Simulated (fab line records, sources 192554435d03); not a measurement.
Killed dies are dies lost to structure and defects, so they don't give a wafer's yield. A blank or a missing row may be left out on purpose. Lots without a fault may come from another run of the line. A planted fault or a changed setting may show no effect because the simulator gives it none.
Chamber matching | flow n5_finfet | N5_BEOL_M1_VIA_ETCH_34 on rie_diel-06: 4 sister chambers
The step etches the open film in C4F6/O2, target depth 67.8 nm, time 64.4 s. 7 wafers are shown with their chamber, then 7 later ones without.

WAFERS WITH THEIR CHAMBER
wafer  | chamber | throttle_valve_pct (%) | drypump_motor_current_A (A)
L095.5 | 1       | 30.71                  | 5.4
L095.6 | 0       | 30.25                  | 6.4
L090.1 | 3       | 30.98                  | 5.5
L090.3 | 1       | 30.71                  | 5.4
L090.6 | 3       | 30.98                  | 5.4
L091.1 | 2       | 30.57                  | 6.5
L091.2 | 0       | 30.24                  | 6.4

WAFERS WITHOUT THEIR CHAMBER
wafer  | throttle_valve_pct (%) | drypump_motor_current_A (A)
L091.3 | 30.70                  | 5.4
L087.1 | 30.24                  | 6.4
L087.2 | 30.99                  | 5.4
L087.3 | 30.70                  | 5.4
L093.2 | 30.24                  | 6.4
L093.3 | 31.00                  | 5.5
L093.6 | 30.72                  | 5.4

WHICH CHAMBER EACH WENT THROUGH
wafer  | from the rows above | in truth
L091.3 | 1                   | 1
L087.1 | 0                   | 0
L087.2 | 3                   | 3
L087.3 | 1                   | 1
L093.2 | 0                   | 0
L093.3 | 3                   | 3
L093.6 | 1                   | 1
Placed correctly: 7 of 7. Can't be placed from these rows: 0. Placed wrongly: 0.
How it was worked out, from the rows above alone: a wafer's distance from a chamber is the root of the sum, over the readings, of the square of ((its reading less the chamber's mean) divided by the reading's scatter). The wafer belongs to the nearest chamber; if the next one is less than 2 further off, it can't be placed. A chamber's mean is the mean of its shown wafers. The scatter: the root of (the sum of the squares of (reading less its chamber's mean) over the shown wafers, divided by (wafers less chambers)).
